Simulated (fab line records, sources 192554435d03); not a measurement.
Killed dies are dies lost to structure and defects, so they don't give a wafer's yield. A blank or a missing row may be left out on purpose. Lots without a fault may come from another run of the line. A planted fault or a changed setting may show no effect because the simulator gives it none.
Chamber matching | flow n5_finfet | N5_BEOL_M0_SAQP_STRIP_86 on rie_diel-04: 4 sister chambers
The step strips in N2/H2. 16 wafers are shown with their chamber, then 8 later ones without.

WAFERS WITH THEIR CHAMBER
wafer  | chamber | drypump_motor_current_A (A) | throttle_valve_pct (%) | oes_product_au (a.u.)
L074.2 | 2       | 5.7                         | 18.8                   | 0.70
L074.3 | 0       | 5.4                         | 19.6                   | 0.69
L074.6 | 0       | 5.4                         | 19.6                   | 0.67
L075.2 | 3       | 5.5                         | 18.4                   | 0.69
L075.5 | 2       | 5.7                         | 18.8                   | 0.70
L075.6 | 1       | 5.4                         | 19.4                   | 0.68
L078.1 | 2       | 5.7                         | 18.8                   | 0.70
L078.3 | 0       | 5.4                         | 19.7                   | 0.67
L078.5 | 2       | 5.7                         | 18.8                   | 0.71
L082.2 | 3       | 5.5                         | 18.1                   | 0.98
L082.4 | 1       | 5.4                         | 19.4                   | 0.69
L082.6 | 0       | 5.4                         | 19.7                   | 0.66
L084.3 | 0       | 5.4                         | 19.7                   | 0.67
L084.4 | 2       | 5.7                         | 18.8                   | 0.70
L084.5 | 2       | 5.7                         | 18.8                   | 0.70
L086.1 | 1       | 5.3                         | 19.4                   | 0.68

SIGNATURES (means of the wafers above)
reading                 | chamber 0 | chamber 1 | chamber 2 | chamber 3 | scatter within a chamber
drypump_motor_current_A | 5.400     | 5.367     | 5.700     | 5.500     | 0.0236
throttle_valve_pct      | 19.660    | 19.400    | 18.800    | 18.250    | 0.0689
oes_product_au          | 0.6720    | 0.6833    | 0.7017    | 0.8350    | 0.0596
Rule: a wafer's distance from a chamber is the root of the sum, over the readings, of the square of ((its reading less the chamber's mean) divided by the reading's scatter). The wafer belongs to the nearest chamber; if the next one is less than 2 further off, it can't be placed. The scatter: the root of (the sum of the squares of (reading less its chamber's mean) over the shown wafers, divided by (wafers less chambers)).

WAFERS WITHOUT THEIR CHAMBER
wafer  | drypump_motor_current_A (A) | throttle_valve_pct (%) | oes_product_au (a.u.)
L086.2 | 5.5                         | 18.1                   | 0.93
L086.5 | 5.5                         | 18.1                   | 0.95
L088.2 | 5.7                         | 18.8                   | 0.69
L088.3 | 5.5                         | 18.1                   | 0.95
L088.5 | 5.7                         | 18.8                   | 0.68
L095.1 | 5.7                         | 18.8                   | 0.68
L095.3 | 5.4                         | 19.3                   | 0.95
L095.4 | 5.4                         | 19.3                   | 0.94

WHICH CHAMBER EACH WENT THROUGH
wafer  | from the rows above | in truth
L086.2 | 3                   | 3
L086.5 | 3                   | 3
L088.2 | 2                   | 2
L088.3 | 3                   | 3
L088.5 | 2                   | 2
L095.1 | 2                   | 2
L095.3 | 1                   | 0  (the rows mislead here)
L095.4 | 1                   | 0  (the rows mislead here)
Placed correctly: 6 of 8. Can't be placed from these rows: 0. Placed wrongly: 2.
